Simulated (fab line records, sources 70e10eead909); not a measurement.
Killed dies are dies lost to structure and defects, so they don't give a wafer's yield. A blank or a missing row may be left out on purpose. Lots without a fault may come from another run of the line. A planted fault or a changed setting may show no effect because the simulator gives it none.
Chamber matching | flow nand_harc | NHARC_A_WL_FILL_ETCHBACK_26 on rie_si-01: 4 sister chambers
The step etches the open film in HBr, target depth 52 nm, time 13.3 s. 4 wafers are shown with their chamber, then 8 later ones without.

WAFERS WITH THEIR CHAMBER
wafer  | chamber | drypump_motor_current_A (A)
L085.2 | 2       | 6.5
L090.1 | 3       | 5.2
L090.4 | 0       | 6.2
L087.4 | 1       | 5.8

WAFERS WITHOUT THEIR CHAMBER
wafer  | drypump_motor_current_A (A)
L087.5 | 6.5
L087.6 | 5.8
L087.1 | 6.5
L087.2 | 5.1
L087.3 | 6.2
L094.1 | 6.2
L094.2 | 6.5
L094.3 | 5.1

WHICH CHAMBER EACH WENT THROUGH
wafer  | from the rows above | in truth
L087.5 | 2                   | 2
L087.6 | 1                   | 1
L087.1 | 2                   | 2
L087.2 | 3                   | 3
L087.3 | 0                   | 0
L094.1 | 0                   | 0
L094.2 | 2                   | 2
L094.3 | 3                   | 3
Placed correctly: 8 of 8. Can't be placed from these rows: 0. Placed wrongly: 0.
How it was worked out, from the rows above alone: a wafer's distance from a chamber is the root of the sum, over the readings, of the square of ((its reading less the chamber's mean) divided by the reading's scatter). The wafer belongs to the nearest chamber; if the next one is less than 2 further off, it can't be placed. A chamber's mean is the mean of its shown wafers. The scatter: with one shown wafer a chamber, the root of the mean of the squares of how far each hidden wafer lies from its nearest shown one.
